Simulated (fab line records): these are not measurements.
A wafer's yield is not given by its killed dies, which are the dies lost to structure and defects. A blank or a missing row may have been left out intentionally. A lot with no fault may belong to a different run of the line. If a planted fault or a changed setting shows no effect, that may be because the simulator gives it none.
Matching of chambers	flow nand_harc	NHARC_A_CHANNEL_HOLE_D2_ETCH_44 on rie_diel-02 has 4 sister chambers
The step etches the open film in CF4/O2, target depth 140 nm, overetch 14 nm, time 77 s. 24 wafers are shown with their chamber, then 12 later ones without.

== EACH WAFER AND ITS CHAMBER ==
wafer	chamber	drypump_motor_current_A (A)	oes_product_au (a.u.)	rf_vpp_V (V)
L074.1	1	5.9	0.999	198.1
L074.5	2	5.4	0.978	197.3
L074.6	3	4.8	1.003	197.6
L076.1	2	5.4	0.987	196.7
L076.2	0	5.3	0.995	196.7
L076.4	3	4.8	1.010	196.6
L077.3	2	5.4	0.977	196.6
L077.4	1	5.8	1.004	199.4
L077.5	1	5.8	0.998	197.2
L083.2	0	5.3	1.005	195.2
L083.3	1	5.8	0.998	198.2
L083.6	1	5.9	1.003	198.3
L084.3	2	5.4	0.982	196.2
L084.5	2	5.4	0.972	196.8
L084.6	1	5.8	0.998	198.7
L085.3	1	5.8	1.014	199.4
L085.4	0	5.3	1.003	196.3
L085.5	1	5.8	1.010	200.1
L088.1	3	4.8	0.991	196.8
L088.3	2	5.4	0.980	194.8
L088.6	0	5.3	0.990	196.5
L093.1	2	5.4	0.979	197.2
L093.5	1	5.8	1.017	198.3
L093.6	3	4.8	0.998	196.9

SIGNATURES (means of the wafers above)
reading	chamber 0	chamber 1	chamber 2	chamber 3	scatter within a chamber
drypump_motor_current_A	5.300	5.822	5.400	4.800	0.0279
oes_product_au	0.99825	1.00456	0.97929	1.00050	0.00672
rf_vpp_V	196.175	198.633	196.514	196.975	0.782
Rule: a wafer's distance from a chamber is the root of the sum, over the readings, of the square of ((its reading less the chamber's mean) divided by the reading's scatter). If the next closest chamber is less than 2 further off than the closest, the wafer can't be placed; otherwise it belongs to the closest. The scatter: take each reading less its chamber's mean, square it, sum over the shown wafers, divide by the number of wafers less the number of chambers, and take the root.

== WAFERS WITH NO CHAMBER GIVEN ==
wafer	drypump_motor_current_A (A)	oes_product_au (a.u.)	rf_vpp_V (V)
L091.3	5.3	0.995	196.8
L091.4	5.4	0.986	195.2
L091.5	5.4	0.978	195.9
L094.1	5.4	0.976	196.6
L094.2	4.8	0.984	197.6
L094.5	5.8	1.001	198.4
L096.2	4.8	0.991	196.2
L096.3	5.4	0.985	196.3
L096.4	5.3	0.998	197.2
L095.2	4.8	0.995	197.1
L095.4	5.4	0.986	196.5
L095.5	5.9	1.004	198.8

== WHICH CHAMBER EACH WENT THROUGH ==
wafer	from the rows above	in truth
L091.3	0	0
L091.4	2	2
L091.5	2	2
L094.1	2	2
L094.2	3	3
L094.5	1	1
L096.2	3	3
L096.3	2	2
L096.4	0	0
L095.2	3	3
L095.4	2	2
L095.5	1	1
Placed correctly: 12 of 12. Left unplaced by these rows: 0. Wrongly placed: 0.
